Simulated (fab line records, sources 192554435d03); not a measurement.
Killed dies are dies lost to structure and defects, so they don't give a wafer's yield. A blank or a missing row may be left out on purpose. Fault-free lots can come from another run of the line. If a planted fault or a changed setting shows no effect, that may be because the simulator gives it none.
Comparing a struck lot with a sound one -- flow n5Finfet -- 27 steps out of a route of 1938
Sound: the wafers L650.3, L650.4, L650.5. The struck wafers were L654.2, L654.3, L654.5. At the end, the cause is stated.
Order at every step that has rows: each side's tool, ch and its chambers, its first start. Under that, the readings that differ: sound wafers -- struck wafers -- difference of the means -- sigmas: that difference in standard deviations of wafers without a fault.
alike: readings with means less than 2 such deviations apart, plus words and numbers identical on both sides. not compared: withheld readings, readings lacking a value on some wafer, bounds such as >300 that could conceal the same value, and numbers that have no deviation in the record and whose values overlap.
Wherever a step has rows on one side only, a row that says differs or no value, or a row with sigmas, the two part there. Numbers that have no deviation but don't overlap get no sigmas and don't part them. A reading that every wafer of one side lacks parts them only if that side has two wafers or more.

first, 10 steps without rows for these wafers: N5_BEOL_M2_DESCUM_16 (chemistry O2, time 7 s); N5_BEOL_M2_ETCH_74 (etches underlayer in N2/H2, target depth 6.5 nm, time 5.2 s); N5_BEOL_M2_ETCH_63 (etches SiARC in CF4, target depth 15.6 nm, time 26 s); N5_BEOL_M2_ETCH_64 (etches SOC in N2/H2, target depth 75 nm, overetch 22.5 nm, time 121.9 s); N5_BEOL_M2_STRIP_65 (strips in N2/H2); N5_BEOL_M2_STRIP_75 (strips in N2/H2); N5_BEOL_M2_STRIP_66 (strips in CF4); N5_BEOL_M2_HM_OPEN_17 (chemistry Cl2/BCl3, target TiN, target depth 20 nm, overetch 6 nm); N5_BEOL_M2_STRIP_19 (strips in O2); N5_BEOL_M2_COAT_67 (time 60 s, resist thk 60 nm).
N5_BEOL_M2_COAT_68: time 60 s, resist thk 12 nm.
  sound on lithoTrack-03 ch 0, day 10 11:08; struck on lithoTrack-03 ch 0, day 11 05:56
reading,sound,struck,difference,sigmas
spinSpeedRpm (rpm),1499.8 1499.6 1501.3,1728.2 1729.1 1729.0,+228.5,+99 or more
model.SiARC_of_BEOL_M2_COAT_68.thkNm (nm),12 12 12,11.2 11.2 11.2,-0.8,
then, 9 steps without rows for these wafers: N5_BEOL_M2_COAT_76 (time 60 s, resist thk 5 nm); N5_BEOL_M2_COAT_22 (resist thk 30 nm); N5_BEOL_M2_EBR_24; N5_BEOL_M2_SOFTBAKE_23 (time 60 s); N5_BEOL_M2_EXPOSE_25 (exposes mask V1, defocus 5 nm); N5_BEOL_M2_PEB_26 (peb time 60 s); N5_BEOL_M2_DEVELOP_27 (develop time 30 s); N5_BEOL_M2_DESCUM_33 (chemistry O2, time 7 s); N5_BEOL_M2_ETCH_77 (etches underlayer in N2/H2, target depth 6.5 nm, time 5.2 s).
N5_BEOL_M2_ETCH_69: etches SiARC in CF4, target depth 15.6 nm, time 26 s.
  sound on rieDiel-03 ch 1,3, day 10 11:35; struck on rieDiel-06 ch 1,2, day 11 06:23
reading,sound,struck,difference,sigmas
model.etch.depthNm (nm),12.04 12.04 12.03,11.22 11.23 11.19,-0.82,
model.CAR-EUV_of_BEOL_M2_COAT_22.thkNm (nm),11 11 11,11.8 11.8 12,+0.9,
  alike: drypumpMotorCurrentA, etchRfOnTimeS, oesProductAu, rfVppV, showerheadPlenumPTorr, throttleValvePct
  not compared: rfHoursCounterH
then, 1 step without rows for these wafers: N5_BEOL_M2_ALD_98 (deposits SiO2, target thk 2.5 nm, pulse time 1 s, co reactant pulse time 1 s).
N5_BEOL_M2_ETCHBACK_99: etches SiO2 in CHF3, target depth 5 nm, time 10.4 s.
  sound on rieDiel-03 ch 1,2, day 10 14:30; struck on rieDiel-02 ch 1,3, day 11 13:43
reading,sound,struck,difference,sigmas
model.CAR-EUV_of_BEOL_M2_COAT_22.thkNm (nm),10.2 10.4 10.2,11.2 11 11.2,+0.9,
  alike: drypumpMotorCurrentA, oesProductAu, rfVppV, showerheadPlenumPTorr, throttleValvePct
  not compared: rfHoursCounterH
N5_BEOL_M2_ETCH_70: etches SOC in N2/H2, target depth 80 nm, overetch 24 nm, time 130 s.
  sound on rieDiel-03 ch 1,2, day 10 14:32; struck on rieDiel-02 ch 1,3, day 11 13:44
reading,sound,struck,difference,sigmas
model.SiARC_of_BEOL_M2_COAT_68.thkNm (nm),5.4 5.8 5.4,5 5 4.8,-1,
  alike: drypumpMotorCurrentA, oesProductAu, rfVppV, showerheadPlenumPTorr, throttleValvePct
  not compared: rfHoursCounterH
then, 1 step without rows for these wafers: N5_BEOL_M2_STRIP_71 (strips in N2/H2).
N5_BEOL_M4_RC_MEAS_101:
  sound on prober-02 ch 0, day 11 21:20; struck on prober-02 ch 0, day 12 17:54
  alike: DIBL_N, DIBL_P, IOFF_N, IOFF_P, ION_N, ION_P, SS_N, SS_P, VT_N, VT_P
N5_PASSIVATION_PROBE_49:
  the record holds rows for the sound wafers here (prober-01, day 16 07:05) but none for the struck ones

WHERE THEY PART
Last at N5_PASSIVATION_PROBE_49 as far as this record goes, first at N5_BEOL_M2_COAT_68.

WHY: what the simulator had put in
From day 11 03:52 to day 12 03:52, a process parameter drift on lithoTrack-03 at N5_BEOL_M2_COAT_68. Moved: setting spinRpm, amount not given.
